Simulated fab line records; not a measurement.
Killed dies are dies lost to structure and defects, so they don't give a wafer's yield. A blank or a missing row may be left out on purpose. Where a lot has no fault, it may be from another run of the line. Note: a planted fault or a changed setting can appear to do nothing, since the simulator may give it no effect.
Split-lot experiment    flow n5 finfet    21 wafers read across 7 lots, on a route 1938 steps long

SPLIT DETAILS
At N5_BEOL_M13_SPUTTER_43 (material TaN, target thk 15 nm, time 24.19 s), the setting power w was moved away from the recipe's 15000 W on 4 of the 21 wafers read, by -9.7% to +14.6%. For the rest of the wafers, this setting stayed at what the recipe calls for.

Reading taken at the split's own step.

THE READING
TaN_of_BEOL_M13_SPUTTER_43.thk nm (the simulator's own value, which no gauge read), in nm, at N5_BEOL_M13_SPUTTER_43 (material TaN, target thk 15 nm, time 24.19 s). No usual value for it is given in the file. Across the 17 wafers here that went through the recipe, the average is 15.0 nm and the standard deviation 0.14 nm.

wafer   tool, chamber at the split  power w as run, W  against the recipe  TaN_of_BEOL_M13_SPUTTER_43.thk nm, nm  against lot-mates on the recipe
L077.1  pvd sputter-02, -           15000              recipe              14.8                                   -
L077.6  pvd sputter-02, -           15000              recipe              14.8                                   -
L077.4  pvd sputter-02, -           15000              recipe              15                                     -
L079.2  pvd sputter-02, -           16080              +7.2%               16                                     +1.0
L079.4  pvd sputter-02, -           16080              +7.2%               16.2                                   +1.2
L079.5  pvd sputter-02, -           15000              recipe              15                                     -
L088.1  pvd sputter-03, -           15000              recipe              15                                     -
L088.5  pvd sputter-03, -           15000              recipe              14.8                                   -
L088.6  pvd sputter-03, -           13540              -9.7%               13.4                                   -1.5
L095.2  pvd sputter-03, -           15000              recipe              15                                     -
L095.5  pvd sputter-03, -           15000              recipe              15                                     -
L095.6  pvd sputter-03, -           15000              recipe              14.8                                   -
L094.1  pvd sputter-01, -           15000              recipe              15                                     -
L094.3  pvd sputter-01, -           15000              recipe              15.2                                   -
L094.4  pvd sputter-01, -           15000              recipe              15.2                                   -
L089.1  pvd sputter-01, -           15000              recipe              15.2                                   -
L089.2  pvd sputter-01, -           17190              +14.6%              17.4                                   +2.4
L089.6  pvd sputter-01, -           15000              recipe              14.8                                   -
L092.1  pvd sputter-02, -           15000              recipe              15                                     -
L092.2  pvd sputter-02, -           15000              recipe              15                                     -
L092.4  pvd sputter-02, -           15000              recipe              15                                     -

FIT RESULTS
A straight line over all 21 wafers: TaN_of_BEOL_M13_SPUTTER_43.thk nm changes by +0.163 nm for each +1% of power w; r = +0.98; the points scatter about the line by 0.13 nm.
The same after taking each lot's own level away (the mean of its wafers on the recipe; 21 wafers): +0.159 nm for each +1%; r = +0.99; scatter 0.11 nm.
According to that fit, moving power w by its largest amount changes the reading by 2.3 nm.
Across the lots, their own levels run from 14.87 to 15.13 nm, a range of 2.0 times the standard deviation given above.
The two slopes agree, so the slope changes little with the lot-to-lot level.
Check: +2.24 nm against its lot-mates is what the line predicts for one of the wafers moved furthest among these (+14.6%) when that wafer is left out of the fit. Against them it came out at +2.4 nm.

FURTHER SPLITS ON THESE WAFERS
These wafers also went through other splits before the reading. Each is held against what the fit with the lots' levels taken away leaves over:
other split on the same wafers  wafers away from the commonest value  r with TaN_of_BEOL_M13_SPUTTER_43.thk nm (lot level and that fit taken away)
N5_BEOL_M13_ETCH_59 time s      6                                     -0.22

THE FILE'S OWN FIT
TaN_of_BEOL_M13_SPUTTER_43.thk nm changes by +0.16 nm for each +1% of power w, r = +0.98.
